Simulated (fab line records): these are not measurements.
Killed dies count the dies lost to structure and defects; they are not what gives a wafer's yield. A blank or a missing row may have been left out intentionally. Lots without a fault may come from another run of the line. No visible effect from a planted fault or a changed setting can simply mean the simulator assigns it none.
Which tool did it? ; flow nand harc ; 72 wafers from 24 lots sampled at 3 of the route's 1302 steps

== WHAT THE GAUGES SHOWED, per wafer ==
NHARC_P_STI_INSPECT_25.
lot;measured;on;raw defect count
L074;day 4 05:06;defect inspect-02;236 127 122
L075;day 4 11:44;defect inspect-01;263 237 237
L076;day 4 19:04;defect inspect-02;186 243 141
L077;day 5 10:55;defect inspect-01;306 297 198
L078;day 5 14:59;defect inspect-01;420 525 268
L079;day 6 08:26;defect inspect-02;200 102 73
L080;day 6 08:26;defect inspect-01;219 292 185
L081;day 7 04:15;defect inspect-02;210 291 243
L082;day 7 09:38;defect inspect-02;171 151 166
L083;day 8 02:01;defect inspect-01;512 269 478
L084;day 8 02:01;defect inspect-02;260 222 226
L085;day 8 15:49;defect inspect-01;184 175 207
L086;day 8 19:49;defect inspect-02;277 336 262
L087;day 9 08:08;defect inspect-02;312 347 200
L088;day 10 02:03;defect inspect-01;286 263 238
L089;day 10 06:18;defect inspect-01;185 150 131
L090;day 10 15:32;defect inspect-02;229 199 198
L091;day 11 07:46;defect inspect-01;347 232 325
L092;day 11 13:40;defect inspect-01;120 111 123
L093;day 11 20:34;defect inspect-01;343 275 469
L094;day 12 13:52;defect inspect-02;227 260 112
L095;day 12 17:26;defect inspect-01;189 188 418
L096;day 13 01:41;defect inspect-01;208 138 115
L097;day 13 12:59;defect inspect-01;151 193 176

NHARC_P_M0_OVL_MEAS_10: pitch 180 nm.
lot;measured;on;overlay x nm (nm);overlay y nm (nm)
L074;day 6 04:34;overlay-02;-0.4 -0.2 0.3;-0.2 -0.1 -0.6
L075;day 6 10:22;overlay-02;-0.3 -0.5 -0.7;0.2 0.2 -0.1
L076;day 6 18:35;overlay-01;0.1 0.5 0.5;0.4 -0.2 0.2
L077;day 7 19:43;overlay-02;-1.3 -0.7 -0.9;0.2 0.1 -0.4
L078;day 7 19:02;overlay-01;1.1 0.8 1.3;-1.4 -1.6 -1.8
L079;day 8 10:02;overlay-01;-0.4 -0.3 -0.6;-0.5 -0.3 -0.9
L080;day 8 11:05;overlay-01;-0.7 0.3 -0.4;1.2 1.6 1.4
L081;day 9 08:55;overlay-01;0.1 0.3 -0.4;0.2 0.5 0.5
L082;day 9 13:57;overlay-01;0.6 0.6 0.9;0.3 0.3 0.2
L083;day 10 04:25;overlay-01;1.2 0.7 0.7;0.8 0.6 0.7
L084;day 10 05:30;overlay-02;0.4 0.6 0.3;0.5 0.0 0.0
L085;day 10 21:16;overlay-02;-0.1 -0.2 -0.5;-1.1 -1.6 -0.6
L086;day 10 19:54;overlay-02;0.3 0.0 0.6;-1.7 -1.1 -1.7
L087;day 11 06:19;overlay-02;-0.8 -0.4 -1.0;-1.1 -0.2 -0.7
L088;day 12 07:16;overlay-02;-0.2 -0.1 0.1;0.1 0.0 0.7
L089;day 12 12:07;overlay-01;-0.4 -0.2 0.1;1.0 0.8 0.7
L090;day 12 14:46;overlay-01;-1.5 -0.2 0.0;-0.7 -0.7 -0.2
L091;day 13 10:10;overlay-01;-0.2 0.2 -0.4;0.2 0.3 0.4
L092;day 13 14:22;overlay-01;1.1 1.1 1.1;0.5 0.9 0.8
L093;day 13 20:52;overlay-02;-0.9 -0.7 -0.7;0.6 0.6 0.4
L094;day 14 17:10;overlay-02;0.3 -0.4 -0.2;0.7 1.3 1.1
L095;day 14 17:12;overlay-01;-1.3 -1.2 -0.5;0.6 1.3 0.7
L096;day 15 05:18;overlay-02;0.4 -0.2 0.2;-0.3 0.1 0.8
L097;day 15 12:17;overlay-01;1.8 2.6 2.2;-0.1 -0.7 0.6

== WHICH TOOL RAN EACH LOT (tool, then ch and the chambers of the sampled wafers, then the start) ==
lot;NHARC_P_ZERO_WELL_DESCUM_54
L074;rie diel-12 ch 1,2,3, day 2 01:46
L075;rie diel-09 ch 0,1,3, day 2 12:04
L076;rie diel-12 ch 0,2,3, day 2 21:54
L077;rie diel-09 ch 0,1,3, day 3 09:37
L078;rie diel-02 ch 0,1,2, day 3 18:08
L079;rie diel-09 ch 0,1,2, day 4 04:10
L080;rie diel-12 ch 1,2, day 4 13:46
L081;rie diel-02 ch 1,2, day 5 00:07
L082;rie diel-12 ch 0,1,2, day 5 10:32
L083;rie diel-02 ch 1,2, day 5 19:55
L084;rie diel-09 ch 0,1,3, day 6 06:04
L085;rie diel-12 ch 1,3, day 6 15:59
L086;rie diel-02 ch 0,3, day 7 01:53
L087;rie diel-02 ch 1,2,3, day 7 13:01
L088;rie diel-12 ch 1,2,3, day 7 22:10
L089;rie diel-02 ch 0,1,3, day 8 08:05
L090;rie diel-12 ch 1,2,3, day 8 17:57
L091;rie diel-12 ch 0,1,3, day 9 03:43
L092;rie diel-12 ch 1,2,3, day 9 14:10
L093;rie diel-09 ch 1,3, day 10 00:05
L094;rie diel-09 ch 0,1,2, day 10 13:59
L095;rie diel-09 ch 1,2,3, day 10 20:14
L096;rie diel-12 ch 0,1,3, day 11 05:48
L097;rie diel-02 ch 0,1, day 11 16:17
- NHARC_P_ZERO_WELL_DESCUM_54: chemistry O2, time 3 s.

== AS READ BY THE TOOLS THEMSELVES (means over the sampled wafers that have a number; for cases with no such wafer, the mark the record gives instead) ==
NHARC_P_ZERO_WELL_DESCUM_54.
lot;tool;drypump motor current A (A);oes product au (a.u.);rf vpp V (V);showerhead plenum p Torr (Torr);throttle valve pct (%)
L074;rie diel-12;5.8;1.002;57.5;1.91;11.314
L075;rie diel-09;5.8;0.987;58.2;2.00;11.313
L076;rie diel-12;6.0;1.001;57.4;1.89;11.313
L077;rie diel-09;5.8;0.975;58.8;2.00;11.315
L078;rie diel-02;5.4;1.004;57.0;1.85;11.313
L079;rie diel-09;5.4;0.989;57.6;1.99;11.316
L080;rie diel-12;6.0;0.994;57.0;1.90;11.307
L081;rie diel-02;5.6;1.004;57.8;1.86;11.311
L082;rie diel-12;6.2;1.006;57.6;1.87;11.309
L083;rie diel-02;5.2;1.001;58.0;1.88;11.302
L084;rie diel-09;5.9;1.000;58.7;1.99;11.309
L085;rie diel-12;5.7;1.002;57.2;1.90;11.310
L086;rie diel-02;5.7;0.995;57.6;1.82;11.310
L087;rie diel-02;5.6;1.010;57.8;1.86;11.312
L088;rie diel-12;5.8;1.013;57.6;1.90;11.307
L089;rie diel-02;5.9;0.997;56.2;1.82;11.312
L090;rie diel-12;5.8;1.003;57.8;1.90;11.322
L091;rie diel-12;6.1;0.994;56.7;1.86;11.306
L092;rie diel-12;5.8;1.000;56.7;1.89;11.320
L093;rie diel-09;6.2;0.999;57.9;2.01;11.315
L094;rie diel-09;5.5;1.017;59.0;1.97;11.317
L095;rie diel-09;5.9;1.006;58.0;1.99;11.309
L096;rie diel-12;6.1;0.994;57.8;1.86;11.308
L097;rie diel-02;5.9;1.011;58.1;1.81;11.317

== THE ANSWER, worked out from the rows above alone ==
Rule: what is usual is taken from the lots themselves. The widest of any qualifying gaps counts: lots, ordered by their means at a reading, are off when they make up no more than a third of the lots, leave a main group of 4 or more, and stand apart from it by 3 or more times the standard deviation of that group's means. The tables above print the reading to a certain number of digits; a main group whose means all agree to those digits is not used. A lot without any number at a reading at which 4 lots or more have one is off too. All remaining lots with rows at the step are treated as sound. After the gauges, taken in route order, come the tools' own readings; for these a lot's mean is taken, as printed above. At the first step where some lot is off, the reading lying furthest off is the one used; lots without a number count as furthest.
No lot is off on any of the readings shown, so nothing can be concluded from this.

== WHAT THE SIMULATOR HAD INSERTED ==
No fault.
